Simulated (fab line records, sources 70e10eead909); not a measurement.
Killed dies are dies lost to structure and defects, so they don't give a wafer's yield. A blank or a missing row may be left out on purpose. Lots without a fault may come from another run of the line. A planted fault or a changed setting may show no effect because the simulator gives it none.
A struck lot beside a sound one | flow nand_harc | 15 steps out of a route of 1302
Sound: wafers L922.3, L922.4, L922.6. Struck: wafers L930.3, L930.4, L930.5. The cause comes at the end.
At each step with rows: each side's tool, then ch and its chambers, then its first start. Under that, the readings that differ: sound wafers | struck wafers | difference of the means | sigmas: that difference in standard deviations of wafers without a fault.
alike: readings whose means differ by less than 2 such deviations, and words and numbers that are the same on both sides. not compared: withheld readings, readings that some wafer has no value for, bounds like >300 that may hide the same value, and numbers for which the record gives no deviation and whose values overlap.
The two part at a step that has a row with sigmas, a row that says differs or no value, or rows on one side only. Numbers that don't overlap but have no deviation are shown without sigmas and don't part them. A reading that every wafer of one side lacks parts them only if that side has two wafers or more.

first, 9 steps without rows for these wafers: NHARC_P_GATE_STRIP_63 (strips in SPM, time 900 s); NHARC_P_GATE_DEHYDRATE_83 (time 120 s); NHARC_P_GATE_HMDS_84 (time 30 s); NHARC_P_GATE_COAT_85; NHARC_P_GATE_SOFTBAKE_86 (time 95 s); NHARC_P_GATE_EBR_87; NHARC_P_GATE_EXPOSE_88 (exposes mask P HVN, target cd 2000 nm); NHARC_P_GATE_PEB_89 (peb time 85 s); NHARC_P_GATE_DEVELOP_90 (time 70 s).
NHARC_P_GATE_CD_MEAS_91: target cd 2000 nm.
  sound on cd_sem-01 ch 0, day 6 03:26; struck on cd_sem-03 ch 0, day 9 11:05
  alike: cd_nm
then, 1 step without rows for these wafers: NHARC_P_GATE_HARDBAKE_92 (time 80 s).
NHARC_P_GATE_DESCUM_93: chemistry O2, time 3 s.
  sound on rie_diel-05 ch 1,2, day 6 03:35; struck on rie_diel-13 ch 1,2,3, day 9 11:15
  alike: drypump_motor_current_A, oes_product_au, rf_vpp_V, showerhead_plenum_p_Torr, throttle_valve_pct
  not compared: rf_hours_counter_h
NHARC_P_GATE_IMPLANT_94:
  sound on implanter-02 ch 0, day 6 03:47; struck on implanter-01 ch 0, day 9 11:28
  reading                   | sound                | struck               | difference | sigmas
  beam_energy_keV           | 60.003 60.000 60.010 | 59.122 59.130 59.115 | -0.882     | -46
  model.implant.drp_nm (nm) | 29.74 29.74 29.74    | 29.38 29.38 29.38    | -0.36      |
NHARC_P_GATE_STRIP_113: strips in N2/H2, time 740 s.
  sound on plasma_asher-01 ch 0,1, day 6 04:11; struck on plasma_asher-02 ch 0,1, day 9 11:52
  alike: drypump_motor_current_A, heater_power_w, rf_refl_power_W
  not compared: rf_hours_counter_h
-- the record jumps here: 19 days lie between the struck wafers' starts before and after (it left off in module P_GATE and takes up again in module END, whose first step shown is number 1302 of the route) --
NHARC_END_SORT_01:
  the record has rows for the struck wafers here (prober-02 ch 0, day 28 06:46) and none for the sound ones

WHERE THEY PART
First at NHARC_P_GATE_IMPLANT_94; last, within this record, at NHARC_END_SORT_01.

WHY: what the simulator had put in
Process parameter drift: implanter-01, from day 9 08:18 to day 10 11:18, at NHARC_P_GATE_IMPLANT_94. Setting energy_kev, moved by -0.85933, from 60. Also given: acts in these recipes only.
